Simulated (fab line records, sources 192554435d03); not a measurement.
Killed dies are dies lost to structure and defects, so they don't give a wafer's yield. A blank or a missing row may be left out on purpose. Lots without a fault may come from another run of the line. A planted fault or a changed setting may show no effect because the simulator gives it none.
Split-lot experiment | flow n5_finfet | 7 lots, 21 wafers read, on a route of 1938 steps

THE SPLIT
At N5_SD_EPI_P_PEB_07 (peb time 60 s), the setting peb_time_s was moved away from the recipe's 60 s on 3 of the 21 wafers read, by -17.3% to +13.1%. The other wafers ran this setting at the recipe's value.

FROM THE SPLIT TO THE READING: what the file shows between them, 1 step
- N5_SD_EPI_P_DEVELOP_08: develop time 30 s

THE READING
cd_nm, in nm, at N5_SD_EPI_P_CD_MEAS_09 (target cd 240 nm). Fault-free wafers of this fab line usually give 240.2 nm, standard deviation 0.86 nm.

wafer  | tool, chamber at the split | peb_time_s as run, s | against the recipe | cd_nm, nm | against lot-mates on the recipe
L076.3 | litho_track-05, 0          | 60                   | recipe             | 240.0     | -
L076.4 | litho_track-05, 0          | 60                   | recipe             | 240.0     | -
L076.5 | litho_track-05, 0          | 60                   | recipe             | 239.7     | -
L079.1 | litho_track-05, 0          | 63.8                 | +6.3%              | 241.4     | +1.2
L079.3 | litho_track-05, 0          | 60                   | recipe             | 240.1     | -
L079.5 | litho_track-05, 0          | 60                   | recipe             | 240.3     | -
L084.1 | litho_track-05, 0          | 60                   | recipe             | 242.4     | -
L084.2 | litho_track-05, 0          | 60                   | recipe             | 242.0     | -
L084.4 | litho_track-05, 0          | 60                   | recipe             | 240.6     | -
L085.2 | litho_track-01, 0          | 60                   | recipe             | 240.3     | -
L085.3 | litho_track-01, 0          | 60                   | recipe             | 240.1     | -
L085.4 | litho_track-01, 0          | 60                   | recipe             | 239.1     | -
L086.2 | litho_track-05, 0          | 60                   | recipe             | 240.2     | -
L086.3 | litho_track-05, 0          | 49.59                | -17.3%             | 233.7     | -6.2
L086.6 | litho_track-05, 0          | 60                   | recipe             | 239.6     | -
L089.1 | litho_track-05, 0          | 60                   | recipe             | 240.9     | -
L089.3 | litho_track-05, 0          | 60                   | recipe             | 240.7     | -
L089.5 | litho_track-05, 0          | 60                   | recipe             | 240.6     | -
L092.1 | litho_track-01, 0          | 67.85                | +13.1%             | 243.7     | +4.3
L092.3 | litho_track-01, 0          | 60                   | recipe             | 239.7     | -
L092.4 | litho_track-01, 0          | 60                   | recipe             | 239.0     | -

THE FIT
A straight line over all 21 wafers: cd_nm changes by +0.324 nm for each +1% of peb_time_s; r = +0.89; the points scatter about the line by 0.88 nm.
The same after taking each lot's own level away (the mean of its wafers on the recipe; 21 wafers): +0.336 nm for each +1%; r = +0.97; scatter 0.46 nm.
On that fit, the largest move of peb_time_s shifts the reading by 5.8 nm.
The lots' own levels span 239.35 to 241.67 nm, that is 2.7 times the standard deviation above.
So the lot-to-lot level changes the slope little: the two slopes agree.
Check: with one of the wafers moved furthest among these (-17.3%) left out of the fit, the line predicts -5.35 nm for it against its lot-mates. It came out at -6.2 nm against them.

OTHER SPLITS ON THESE WAFERS
These wafers also went through other splits before the reading. Each is held against what the fit with the lots' levels taken away leaves over:
other split on the same wafers | wafers away from the commonest value | r with cd_nm (lot level and that fit taken away)
N5_FIN_SAQP_ALD_61 ald_cycles  | 6                                    | +0.02
N5_FIN_SAQP_PECVD_47 time_s    | 7                                    | -0.01
N5_FIN_CUT_COAT_19 spin_rpm    | 8                                    | +0.02

THE WHOLE CHAIN: every reading that the file lists as answering this split, in the file's order
step                   | what it does                                           | reading                                                         | change (the file's fit)               | r (the file's)
N5_SD_EPI_P_CD_MEAS_09 | target cd 240 nm                                       | cd_nm                                                           | +0.335 nm for each +1% of the setting | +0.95
N5_SD_EPI_P_DESCUM_14  | chemistry O2, time 7.9 s                               | SD_EPI_P.cd_nm (the simulator's own value, which no gauge read) | +0.337 nm for each +1% of the setting | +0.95
N5_SD_EPI_P_ETCH_36    | etches SiARC in CF4, target depth 45.5 nm, time 75.8 s | SD_EPI_P.cd_nm (the simulator's own value, which no gauge read) | +0.334 nm for each +1% of the setting | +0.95

THE FILE'S OWN FIT
cd_nm changes by +0.335 nm for each +1% of peb_time_s, r = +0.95.
